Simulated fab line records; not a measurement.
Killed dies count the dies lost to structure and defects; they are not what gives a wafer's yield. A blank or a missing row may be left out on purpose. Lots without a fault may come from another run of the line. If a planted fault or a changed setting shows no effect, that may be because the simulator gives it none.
fab line records | flow nand_harc
record: lots: 5 | wafers: 15 | last_day: 25
route steps=1159 shown P_ZERO_WELL@14 END@1159
lots that met no fault: taken from a fault-free run of the same line
start_h: start of the lot's first displayed wafer, in hours after the record's first day | wait_h: hours from the lot's prior step to this one | " as in the row above | L1.1+2: a single row standing in for several wafers | - value missing, or start not given | * or withheld: withheld | < > ~ a bound
route shown NAME@n: names a module that has steps shown in the file, with the first one's number in the route | usual: the fault-free wafers' mean and standard deviation | same: alike in all rows | chamber/n: place in a boat | sites: the reading at each site | _std_site: standard deviation of those values | _edge_site: outer sites' mean less inner sites' | radius_mm: how far each site lies from the wafer's centre | mask NAME#n: copy n | behind: the most recent tool/chamber to have shaped the wafer | hold: why the lot was held/for how many hours/how that ended | device: transistor that didn't switch, given as n, p or np | end of line: tests run on the same wafers once the route is complete | a step without rows: its recipe alone | killed: dies lost to structure and defects at the first sort, not the wafer's yield | map: per-die view of a wafer (x killed, . not killed, _ where there is no die)
set.NAME: the setting as run; set.NAME@STEP: as run at that earlier step | model.NAME: the simulator's own value behind a step, which no gauge read
certain route steps with their lots: each step a table, each wafer a row
services: the hour from which a tool's chamber was out of use, counted from the record's first day as start_h (under 0 if before that day), plus the number of hours and why
== steps ==
step: NHARC_P_ZERO_WELL_CD_MEAS_11
recipe: target_cd_nm: 500 | landing_energy_ev: 500
usual: cd_nm: 499.6/1.8
lot.wafer | tool      | chamber | start_h | wait_h | cd_nm
L100.2    | cd_sem-03 | 0       | 43.24   | -      | 493.9
L100.4    | "         | 0       | "       | "      | 498.4
L100.6    | "         | 0       | "       | "      | 498.1
L101.1    | cd_sem-01 | 0       | 49.26   | -      | 499.5
L101.2    | "         | 0       | "       | "      | 501.4
L101.3    | "         | 0       | "       | "      | 504.8
L108.1    | cd_sem-01 | 0       | 91.25   | -      | 497.9
L108.3    | "         | 0       | "       | "      | 498.2
L108.6    | "         | 0       | "       | "      | 500.0
L117.1    | cd_sem-03 | 0       | 145.25  | -      | 501.1
L117.2    | "         | 0       | "       | "      | 497.8
L117.3    | "         | 0       | "       | "      | 499.5
L118.1    | cd_sem-03 | 0       | 151.11  | -      | 500.1
L118.3    | "         | 0       | "       | "      | 499.1
L118.4    | "         | 0       | "       | "      | 499.4
step: NHARC_P_ZERO_WELL_HARDBAKE_12
recipe: temp_c: 118 | time_s: 65
step: NHARC_P_ZERO_WELL_DESCUM_13
recipe: time_s: 3 | o2_flow_sccm: 200 | ar_flow_sccm: 0 | bias_power_w: 0 | chemistry: O2
usual: drypump_motor_current_A: 5.8/0.39 | oes_product_au: 0.999/0.0082 | rf_vpp_V: 58.0/0.9 | showerhead_plenum_p_Torr: 1.96/0.065 | throttle_valve_pct: 11.311/0.0093
lot.wafer | tool        | chamber | start_h | wait_h | drypump_motor_current_A | oes_product_au | rf_hours_counter_h | rf_vpp_V | showerhead_plenum_p_Torr | throttle_valve_pct
L100.2    | rie_diel-11 | 2       | 43.40   | -      | 6.5                     | 1.001          | 1                  | 58.6     | 1.91                     | 11.327
L100.4    | "           | 3       | "       | "      | 5.8                     | 1.003          | 2                  | 58.2     | 1.97                     | 11.308
L100.6    | "           | 1       | "       | "      | 6.1                     | 0.987          | -                  | 58.8     | 1.94                     | 11.300
L101.2    | rie_diel-07 | 1       | 49.42   | -      | 5.2                     | 0.990          | 11                 | 59.1     | 2.05                     | 11.317
L101.3    | "           | 2       | "       | "      | 5.6                     | 1.006          | 12                 | 58.4     | 1.96                     | 11.306
L101.1    | "           | 0       | "       | "      | 5.4                     | 1.002          | 11                 | 60.1     | 1.95                     | 11.329
L108.3    | rie_diel-07 | 1       | 91.41   | -      | 5.2                     | 1.005          | 2                  | 58.8     | 2.05                     | 11.320
L108.1    | "           | 0       | "       | "      | 5.4                     | 1.000          | 2                  | 59.1     | 1.95                     | 11.310
L108.6    | "           | 2       | "       | "      | 5.6                     | 1.005          | -                  | 57.7     | 1.96                     | 11.307
L117.2    | rie_diel-07 | 2       | 145.40  | -      | 5.6                     | 1.012          | 7                  | 58.8     | 1.96                     | 11.317
L117.3    | "           | 3       | "       | "      | 6.3                     | 1.003          | 8                  | 57.7     | 1.91                     | 11.321
L117.1    | "           | 0       | "       | "      | 5.4                     | 0.998          | 8                  | 57.8     | 1.94                     | 11.322
L118.3    | rie_diel-01 | 0       | 151.27  | -      | 6.1                     | 0.979          | 0                  | 56.6     | 1.81                     | 11.303
L118.1    | "           | 2       | "       | "      | 5.9                     | 0.984          | 0                  | 57.0     | 1.99                     | 11.330
L118.4    | "           | 3       | "       | "      | 5.6                     | 0.998          | -                  | 56.8     | 1.95                     | 11.299
step: NHARC_P_ZERO_WELL_ETCH_65
recipe: target_depth_a: 800 | overetch_a: 240 | time_s: 87.88 | ion_energy_ev: 200 | n2_flow_sccm: 150 | h2_flow_sccm: 150 | ar_flow_sccm: 0 | rf_w: 400 | bias_w: 150 | chemistry: N2/H2
usual: drypump_motor_current_A: 5.8/0.4 | oes_product_au: 0.999/0.0088 | rf_vpp_V: 431.9/2.1 | showerhead_plenum_p_Torr: 2.09/0.068 | throttle_valve_pct: 14.171/0.009
lot.wafer | tool        | chamber | start_h | wait_h | drypump_motor_current_A | oes_product_au | rf_hours_counter_h | rf_vpp_V | showerhead_plenum_p_Torr | throttle_valve_pct
L100.4    | rie_diel-11 | 3       | 43.48   | 0.1    | 5.8                     | 1.007          | 2                  | 433.3    | 2.11                     | 14.178
L100.2    | "           | 2       | "       | "      | 6.6                     | 1.000          | 1                  | 430.2    | 2.04                     | 14.174
L100.6    | "           | 0       | "       | "      | 6.0                     | 1.001          | -                  | 432.9    | 2.11                     | 14.182
L101.3    | rie_diel-07 | 2       | 49.51   | 0.1    | 5.6                     | 1.006          | 12                 | 431.9    | 2.09                     | 14.175
L101.1    | "           | 3       | "       | "      | 6.3                     | 1.001          | 11                 | 430.4    | 2.04                     | 14.167
L101.2    | "           | 0       | "       | "      | 5.4                     | 1.001          | 11                 | 433.8    | 2.08                     | 14.192
L108.3    | rie_diel-07 | 2       | 91.50   | 0.1    | 5.6                     | 0.993          | 2                  | 431.2    | 2.09                     | 14.179
L108.1    | "           | 3       | "       | "      | 6.4                     | 0.994          | 2                  | 432.2    | 2.04                     | 14.158
L108.6    | "           | 2       | "       | "      | 5.5                     | 0.999          | -                  | 432.1    | 2.09                     | 14.143
L117.2    | rie_diel-07 | 2       | 145.49  | 0.1    | 5.6                     | 1.001          | 7                  | 431.3    | 2.09                     | 14.176
L117.1    | "           | 3       | "       | "      | 6.3                     | 0.994          | 8                  | 430.6    | 2.04                     | 14.154
L117.3    | "           | 0       | "       | "      | 5.4                     | 0.990          | 8                  | 431.1    | 2.07                     | 14.164
L118.1    | rie_diel-01 | 2       | 151.38  | 0.1    | 5.9                     | 0.984          | 0                  | 432.2    | 2.13                     | 14.163
L118.3    | "           | 3       | "       | "      | 5.6                     | 0.989          | 0                  | 432.6    | 2.08                     | 14.164
L118.4    | "           | 2       | "       | "      | 5.9                     | 0.979          | -                  | 432.5    | 2.13                     | 14.173
step: NHARC_P_ZERO_WELL_ETCH_62
recipe: target_depth_a: 130 | time_s: 6.5 | chf3_flow_sccm: 50 | ar_flow_sccm: 200 | rf_w: 500 | bias_w: 200 | chemistry: CHF3/Ar
usual: drypump_motor_current_A: 5.8/0.4 | oes_product_au: 0.963/0.016 | rf_vpp_V: 371.8/1.9 | showerhead_plenum_p_Torr: 2.40/0.072 | throttle_valve_pct: 20.217/0.0092
lot.wafer | tool        | chamber | start_h | wait_h | drypump_motor_current_A | oes_product_au | rf_hours_counter_h | rf_vpp_V | showerhead_plenum_p_Torr | throttle_valve_pct
L100.4    | rie_diel-11 | 2       | -       | -      | 6.5                     | 0.955          | 1                  | 369.8    | 2.34                     | 20.215
L100.2    | "           | 0       | "       | "      | 6.0                     | 0.965          | 2                  | 372.8    | 2.42                     | 20.223
L100.6    | "           | 1       | "       | "      | 6.1                     | 0.938          | -                  | 371.5    | 2.37                     | 20.216
L101.1    | rie_diel-07 | 2       | -       | -      | 5.6                     | 0.956          | 12                 | 372.5    | 2.40                     | 20.228
L101.2    | "           | 3       | "       | "      | 6.3                     | 0.984          | 11                 | 371.8    | 2.35                     | 20.230
L101.3    | "           | 0       | "       | "      | 5.4                     | 0.966          | 11                 | 372.1    | 2.38                     | 20.221
L108.1    | rie_diel-07 | 3       | -       | -      | 6.4                     | 0.968          | 2                  | 370.9    | 2.35                     | 20.220
L108.3    | "           | 2       | "       | "      | 5.6                     | 0.965          | 2                  | 371.8    | 2.40                     | 20.217
L108.6    | "           | 3       | "       | "      | 6.4                     | 0.957          | -                  | 370.1    | 2.35                     | 20.233
L117.2    | rie_diel-07 | 3       | -       | -      | 6.3                     | 0.957          | 8                  | 370.2    | 2.35                     | 20.219
L117.1    | "           | 0       | "       | "      | 5.4                     | 0.961          | 8                  | 371.1    | 2.38                     | 20.200
L117.3    | "           | 2       | "       | "      | 5.6                     | 0.954          | 7                  | 371.7    | 2.40                     | 20.223
L118.3    | rie_diel-01 | 0       | -       | -      | 6.1                     | 0.956          | 0                  | 366.9    | 2.22                     | 20.210
L118.1    | "           | 2       | "       | "      | 6.0                     | 0.955          | 0                  | 372.4    | 2.44                     | 20.220
L118.4    | "           | 0       | "       | "      | 6.1                     | 0.955          | -                  | 369.1    | 2.23                     | 20.225
step: NHARC_P_ZERO_WELL_ETCH_63
recipe: target_depth_a: 1200 | time_s: 40.1 | hbr_flow_sccm: 150 | cl2_flow_sccm: 50 | rf_w: 400 | icp_w: 400 | bias_w: 100 | chemistry: HBr/Cl2
usual: drypump_motor_current_A: 5.9/0.46 | oes_product_au: 1.000/0.012 | throttle_valve_pct: 26.406/0.0096
lot.wafer | tool      | chamber | start_h | wait_h | drypump_motor_current_A | oes_product_au | rf_hours_counter_h | throttle_valve_pct
L100.4    | rie_si-06 | 1       | 43.65   | -      | 6.1                     | 0.993          | 0.2                | 26.399
L100.2    | "         | 0       | "       | "      | 5.2                     | 1.004          | 0.3                | 26.405
L100.6    | "         | 2       | "       | "      | 5.3                     | 1.017          | -                  | 26.405
L101.3    | rie_si-04 | 0       | 49.68   | -      | 6.4                     | 0.994          | 1.1                | 26.417
L101.2    | "         | 1       | "       | "      | 5.5                     | 0.982          | 1.0                | 26.409
L101.1    | "         | 2       | "       | "      | 5.8                     | 1.009          | 1.0                | 26.409
L108.3    | rie_si-04 | 0       | 91.69   | -      | 6.3                     | 0.983          | 1.3                | 26.405
L108.1    | "         | 1       | "       | "      | 5.5                     | 0.997          | 1.2                | 26.396
L108.6    | "         | 2       | "       | "      | 5.8                     | 1.019          | -                  | 26.410
L117.3    | rie_si-04 | 1       | 145.67  | -      | 5.5                     | 0.994          | 0.4                | 26.408
L117.2    | "         | 2       | "       | "      | 5.8                     | 1.005          | 0.3                | 26.402
L117.1    | "         | 3       | "       | "      | 6.5                     | 0.999          | 0.3                | 26.393
L118.3    | rie_si-04 | 2       | 151.56  | -      | 5.8                     | 1.009          | 0.4                | 26.397
L118.1    | "         | 3       | "       | "      | 6.5                     | 1.001          | 0.3                | 26.397
L118.4    | "         | 0       | "       | "      | 6.3                     | 0.991          | 0.4                | 26.401
step: NHARC_P_ZERO_WELL_STRIP_15
recipe: time_s: 900 | temp_c: 130 | chemistry: SPM
step: NHARC_P_ZERO_WELL_DEHYDRATE_16
recipe: temp_c: 150 | time_s: 120
step: NHARC_P_ZERO_WELL_HMDS_17
recipe: time_s: 30
step: NHARC_P_ZERO_WELL_COAT_18
recipe: spin_rpm: withheld
step: NHARC_P_ZERO_WELL_SOFTBAKE_19
recipe: temp_c: 122 | time_s: 95
step: NHARC_P_ZERO_WELL_EBR_20
step: NHARC_P_ZERO_WELL_EXPOSE_21
recipe: na: 0.6 | target_cd_nm: 720 | dose_mj: 22.31 | mask_id: P_NWELL
usual: exposure_dose_mJ_cm2: 22.307/0.023
lot.wafer | tool           | chamber | start_h | wait_h | mask      | exposure_dose_mJ_cm2
L100.2    | krf_scanner-02 | 0       | 44.43   | -      | P_NWELL#0 | 22.311
L100.4    | "              | 0       | "       | "      | P_NWELL#0 | 22.309
L100.6    | "              | 0       | "       | "      | P_NWELL#0 | 22.315
L101.1    | krf_scanner-01 | 0       | 50.45   | -      | P_NWELL#0 | 22.280
L101.2    | "              | 0       | "       | "      | P_NWELL#0 | 22.280
L101.3    | "              | 0       | "       | "      | P_NWELL#0 | 22.285
L108.1    | krf_scanner-01 | 0       | 92.45   | -      | P_HVPW#0  | 22.316
L108.3    | "              | 0       | "       | "      | P_HVPW#0  | 22.290
L108.6    | "              | 0       | "       | "      | P_HVPW#0  | 22.278
L117.1    | krf_scanner-01 | 0       | 146.30  | -      | P_NWELL#0 | 22.316
L117.2    | "              | 0       | "       | "      | P_NWELL#0 | 22.332
L117.3    | "              | 0       | "       | "      | P_NWELL#0 | 22.319
L118.1    | krf_scanner-04 | 0       | 152.34  | -      | P_NWELL#0 | 22.299
L118.3    | "              | 0       | "       | "      | P_NWELL#0 | 22.290
L118.4    | "              | 0       | "       | "      | P_NWELL#0 | 22.281
step: NHARC_P_ZERO_WELL_PEB_22
recipe: peb_temp_c: 118 | peb_time_s: 85
step: NHARC_P_ZERO_WELL_DEVELOP_23
recipe: time_s: 70
step: NHARC_P_ZERO_WELL_CD_MEAS_24
recipe: target_cd_nm: 720 | landing_energy_ev: 500
usual: cd_nm: 720.9/1.9
lot.wafer | tool      | chamber | start_h | wait_h | cd_nm
L100.2    | cd_sem-02 | 0       | 44.58   | -      | 718.5
L100.4    | "         | 0       | "       | "      | 722.2
L100.6    | "         | 0       | "       | "      | 717.5
L101.1    | cd_sem-03 | 0       | 50.61   | -      | 719.5
L101.2    | "         | 0       | "       | "      | 723.4
L101.3    | "         | 0       | "       | "      | 725.0
L108.1    | cd_sem-03 | 0       | 92.60   | -      | -
L108.3    | "         | 0       | "       | "      | -
L108.6    | "         | 0       | "       | "      | -
L117.1    | cd_sem-03 | 0       | 146.46  | -      | 720.8
L117.2    | "         | 0       | "       | "      | 720.0
L117.3    | "         | 0       | "       | "      | 718.1
L118.1    | cd_sem-03 | 0       | 152.50  | -      | 721.4
L118.3    | "         | 0       | "       | "      | 723.2
L118.4    | "         | 0       | "       | "      | 723.0
step: NHARC_P_ZERO_WELL_HARDBAKE_25
recipe: temp_c: 125 | time_s: 80
step: NHARC_END_SORT_01
recipe: temp_c: 25
usual: killed_at_array: 29/11 | killed_at_other: 0.5/0.8 | killed_at_periphery: 3.5/2.8 | killed_dies: 33/12 | killed_open: 3.1/1.8 | killed_short: 1.8/1.4
same: gross_dies: 677
lot.wafer | tool      | chamber | start_h | wait_h | killed_at_array | killed_at_other | killed_at_periphery | killed_dies | killed_open | killed_short
L108.1    | prober-02 | 0       | 520.58  | 2.5    | 42              | 0               | 635                 | 677         | 4           | 0
L108.3    | prober-02 | 0       | 522.20  | 3.1    | 35              | 1               | 641                 | 677         | 1           | 3
L108.6    | prober-02 | 0       | 524.63  | 4.1    | 34              | 1               | 642                 | 677         | 3           | 2
killed by level:class
L108.1 P_ZERO_WELL:area_expose=634 A_CHANNEL_HOLE_D1:chamber_film_flake=18 A_SLIT:chamber_film_flake=15 A_STAIRCASE:chamber_film_flake=4 A_WL_FILL:geometric_particle:open=2 A_CHANNEL_FILL_D1:geometric_particle:open=1 A_CONTACT:geometric_particle:open=1 P_GATE:chamber_film_flake=1
L108.3 P_ZERO_WELL:area_expose=641 A_CHANNEL_HOLE_D1:chamber_film_flake=17 A_SLIT:chamber_film_flake=10 A_STAIRCASE:chamber_film_flake=4 A_CONTACT:geometric_particle:open=1 A_CONTACT:geometric_particle:short=1 A_M1:geometric_particle:short=1 STARTING-WAFER:geometric_particle:short=1
L108.6 P_ZERO_WELL:area_expose=640 A_SLIT:chamber_film_flake=15 A_CHANNEL_HOLE_D1:chamber_film_flake=12 A_STAIRCASE:chamber_film_flake=2 P_M0:geometric_particle:open=1 A_ONON_D1:geometric_particle:short=1 A_WL_FILL:geometric_particle:short=1 A_CONTACT:geometric_particle:open=1
map L108.1 (x killed, . not)
____________x____________
_________xxxxxxx_________
_______xxxxxxxxxxx_______
______xxxxxxxxxxxxx______
_____xxxxxxxxxxxxxxx_____
____xxxxxxxxxxxxxxxxx____
____xxxxxxxxxxxxxxxxx____
___xxxxxxxxxxxxxxxxxxx___
___xxxxxxxxxxxxxxxxxxx___
__xxxxxxxxxxxxxxxxxxxxx__
__xxxxxxxxxxxxxxxxxxxxx__
_xxxxxxxxxxxxxxxxxxxxxxx_
_xxxxxxxxxxxxxxxxxxxxxxx_
_xxxxxxxxxxxxxxxxxxxxxxx_
_xxxxxxxxxxxxxxxxxxxxxxx_
_xxxxxxxxxxxxxxxxxxxxxxx_
xxxxxxxxxxxxxxxxxxxxxxxxx
xxxxxxxxxxxxxxxxxxxxxxxxx
xxxxxxxxxxxxxxxxxxxxxxxxx
xxxxxxxxxxxxxxxxxxxxxxxxx
xxxxxxxxxxxxxxxxxxxxxxxxx
_xxxxxxxxxxxxxxxxxxxxxxx_
_xxxxxxxxxxxxxxxxxxxxxxx_
_xxxxxxxxxxxxxxxxxxxxxxx_
_xxxxxxxxxxxxxxxxxxxxxxx_
_xxxxxxxxxxxxxxxxxxxxxxx_
__xxxxxxxxxxxxxxxxxxxxx__
__xxxxxxxxxxxxxxxxxxxxx__
___xxxxxxxxxxxxxxxxxxx___
___xxxxxxxxxxxxxxxxxxx___
____xxxxxxxxxxxxxxxxx____
____xxxxxxxxxxxxxxxxx____
_____xxxxxxxxxxxxxxx_____
______xxxxxxxxxxxxx______
_______xxxxxxxxxxx_______
_________xxxxxxx_________
____________x____________
map L101.1 (x killed, . not)
____________.____________
_________......._________
_______..........._______
______.............______
_____..............._____
____.................____
____.xx..............____
___.x.................___
___x.x.x....x.........___
__..xx.....x...........__
__xx...x...............__
_..xxx.x..........x....._
_....x.................._
_......................._
_.........x............._
_......................._
.........................
.........................
...................x.....
..x..............x.......
..............x..........
_......................._
_......................._
_......................._
_..................x...._
_.................x....._
__................x....__
__................x....__
___...................___
___...................___
____.................____
____.................____
_____..............._____
______.............______
_______..........._______
_________......._________
____________.____________
== services ==
tool           | chamber | start_h | hours | kind
rie_diel-07    | 0       | 30.87   | -     | clean
rie_diel-07    | 1       | 30.87   | -     | clean
rie_diel-07    | 2       | 30.87   | -     | clean
rie_diel-07    | 3       | 30.87   | -     | clean
krf_scanner-01 | -       | 33.77   | 2.2   | repair
krf_scanner-02 | -       | 38.00   | 4.0   | pm
rie_diel-01    | 1       | 38.12   | 18.8  | repair
rie_si-04      | 3       | 40.41   | 8.9   | repair
rie_si-04      | 0       | 44.16   | 2.7   | repair
rie_diel-07    | -       | 46.53   | 1.2   | repair
rie_diel-07    | -       | 51.75   | 9.0   | pm
rie_diel-07    | 0       | 51.75   | 9.0   | vent_cycle
rie_diel-07    | 1       | 51.75   | 9.0   | vent_cycle
rie_diel-07    | 2       | 51.75   | 9.0   | vent_cycle
rie_diel-07    | 3       | 51.75   | 9.0   | vent_cycle
rie_diel-07    | 0       | 60.75   | -     | clean
rie_diel-07    | 1       | 60.75   | -     | clean
rie_diel-11    | 2       | 80.05   | 3.4   | repair
krf_scanner-01 | -       | 84.00   | 4.0   | pm
rie_diel-11    | 1       | 92.54   | 1.8   | repair
rie_si-04      | -       | 99.00   | 9.0   | pm
krf_scanner-04 | -       | 126.00  | 4.0   | pm
krf_scanner-04 | -       | 130.26  | 0.4   | repair
rie_diel-01    | -       | 137.80  | 9.0   | pm
== key ==
first_sign: step: NHARC_P_ZERO_WELL_EXPOSE_21 | reading: mask | direction: changed
effect: step: NHARC_P_ZERO_WELL_CD_MEAS_24 | reading: cd_nm | direction: missing
effect: step: NHARC_END_SORT_01 | reading: killed_at_periphery | direction: up | sigmas: 99+ | usual: 3.5 | struck: 639.3
more_kills_born_at: NHARC_P_ZERO_WELL_EXPOSE_21@krf_scanner-01: 1915
met_at NHARC_P_ZERO_WELL_EXPOSE_21
struck_wafers L108.1,L108.3,L108.6
later_rows_left_out L108.1,L108.3,L108.6
tester_left_out L108
onset_between 50.45 92.45
fault: kind: wrong_mask | tool: any | chamber: - | onset_h: 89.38 | steps: NHARC_P_ZERO_WELL_EXPOSE_21 | aux_copy: P_HVPW#0 | scope: struck_lots_only
tester_left_out: of these lots the tester's yield and bins aren't shown, on N5 and GAA mostly nor the transistor test; their killed dies are dies lost to structure and defects alone, not to doping, threshold or leakage, so they don't give the yield
later_rows_left_out: the simulator's readings of these wafers behind a module that went badly wrong aren't trusted and aren't shown, but for the sort
